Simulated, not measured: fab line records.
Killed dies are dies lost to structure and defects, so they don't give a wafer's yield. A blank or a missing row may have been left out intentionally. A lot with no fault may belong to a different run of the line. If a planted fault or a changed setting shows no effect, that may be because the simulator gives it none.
Comparing a struck lot with a sound one | flow n5 finfet | 15 steps out of a route of 1938
Sound: the wafers L326.3, L326.4, L326.6. Struck: wafer L337.5 (left out: L337.1, L337.3 of the same lot, which were not struck); the cause appears at the end.
Each step with rows lists, per side, the tool, then ch with its chambers, then its first start. Under that, the readings that differ: sound wafers | struck wafers | difference of the means | sigmas: that difference in standard deviations of wafers without a fault.
alike: a reading whose means differ by less than 2 such deviations, as well as words and numbers matching on both sides. not compared: withheld readings; readings where some wafer has no value; bounds like >300 that might hide an equal value; numbers whose values overlap and for which the record gives no deviation.
A row with sigmas, a row that says differs or no value, or rows on one side alone: a step with any of these is where the two part. When numbers do not overlap yet have no deviation, they are printed without sigmas and do not part them. A reading missing from all wafers of one side parts the sides only when that side holds two or more wafers.

N5_BEOL_M7_CURE_75: cures SiCOH lowk, time 120 s.
  sound on uv cure-03 ch 2, day 9 15:55; struck on uv cure-01 ch 0, day 12 07:58
  reading            | sound             | struck | difference | sigmas
  lamp power pct (%) | 52.31 52.25 52.30 | 52.39  | +0.10      | +2
  alike: wafer_temp_C_max
then, 1 step without rows for these wafers: N5_BEOL_M7_DEGAS_44 (time 60 s).
N5_BEOL_M7_PRE_CLEAN_45: time 30 s.
  sound: pvd sputter-02 at day 9 16:24; struck: pvd sputter-03 at day 12 10:26
  alike: heater power w
N5_BEOL_M7_ALD_77: deposits TaN, target thk 2 nm, pulse time 2 s, purge time 3 s.
  sound on ald metal-02 ch 0,1,3, day 9 16:29; struck on ald metal-03 ch 0, day 12 10:30
  alike: heater power w
then, 4 steps without rows for these wafers: N5_BEOL_M7_SURFACE_TREAT_79; N5_BEOL_M7_CVD_78 (deposits Co from CCTBA/H2, target thk 2 nm, time 142.3 s); N5_BEOL_M7_SPUTTER_48 (material Cu, target thk 10 nm, time 1.667 s); N5_BEOL_M7_ECD_50 (material Cu, target thk 300 nm).
N5_BEOL_M7_ANNEAL_51: time 90 s.
  sound on rtp anneal-01 ch 0, day 9 17:58; struck on rtp anneal-01 ch 0, day 12 11:13
  alike: wafer_temp_C_max
N5_BEOL_M7_CMP_52: polishes, stops on SiCOH lowk, t overpolish 6.9 s, target thk 80 nm.
  sound on cmp-02 ch 0,1,3, day 9 18:15; struck on cmp-02 ch 2, day 12 11:31
  reading                      | sound          | struck | difference | sigmas
  barrier field endpoint s (s) | 28.8 28.3 28.7 | 30.6   | +2.0       | +2
  alike: motor current A, overpolish run s, time to endpoint s
N5_BEOL_M7_THK_MEAS_53: measures by xrf.
  sound: film metro-02 at day 9 18:28; struck: film metro-02 at day 12 11:49
  alike: M7_THK
then, 1 step without rows for these wafers: N5_BEOL_M7_PRE_CLEAN_55 (time 15 s).
N5_BEOL_M7_DEP_56: deposits SiCN from 3MS/NH3, target thk 10 nm, time 17.5 s.
  sound on pecvd-03 ch 0,1,2, day 9 18:32; struck on pecvd-02 ch 0, day 12 11:53
  reading                                  | sound        | struck | difference | sigmas
  model.SiCN_of_BEOL_M7_DEP_56.thk nm (nm) | 10 10.2 10.2 | 10.6   | +0.5       |
  alike: showerhead plenum p Torr, throttle valve pct
N5_BEOL_M7_RS_MEAS_57: uses a four-point probe to measure.
  sound: film metro-02 at day 9 18:36; struck: film metro-02 at day 12 11:58
  alike: M7_RS
-- the record jumps here: 3 days lie between the struck wafers' starts before and after (it left off in module BEOL_M7 and takes up again in module PASSIVATION, whose first step shown is number 1936 of the route) --
N5_PASSIVATION_PROBE_49:
  sound: prober-01 at day 12 10:10; struck: prober-01 at day 15 08:54
  alike: defect limited yield, killed_at_M0_to_M3, killed_at_M4_up, killed at contacts, killed at front end, killed at other, killed dies, killed on rim, killed open, killed short, sort_bin_5_function, sort_bin_6_memory, sort n pass, sort yield pct

## WHERE THEY PART
Earliest at N5_BEOL_M7_CURE_75; latest, in this record, at N5_BEOL_M7_CMP_52. Later steps at which nothing parts them and some readings are alike: N5_BEOL_M7_THK_MEAS_53, N5_BEOL_M7_DEP_56, N5_BEOL_M7_RS_MEAS_57, N5_PASSIVATION_PROBE_49.

WHY: whatever the simulator had introduced
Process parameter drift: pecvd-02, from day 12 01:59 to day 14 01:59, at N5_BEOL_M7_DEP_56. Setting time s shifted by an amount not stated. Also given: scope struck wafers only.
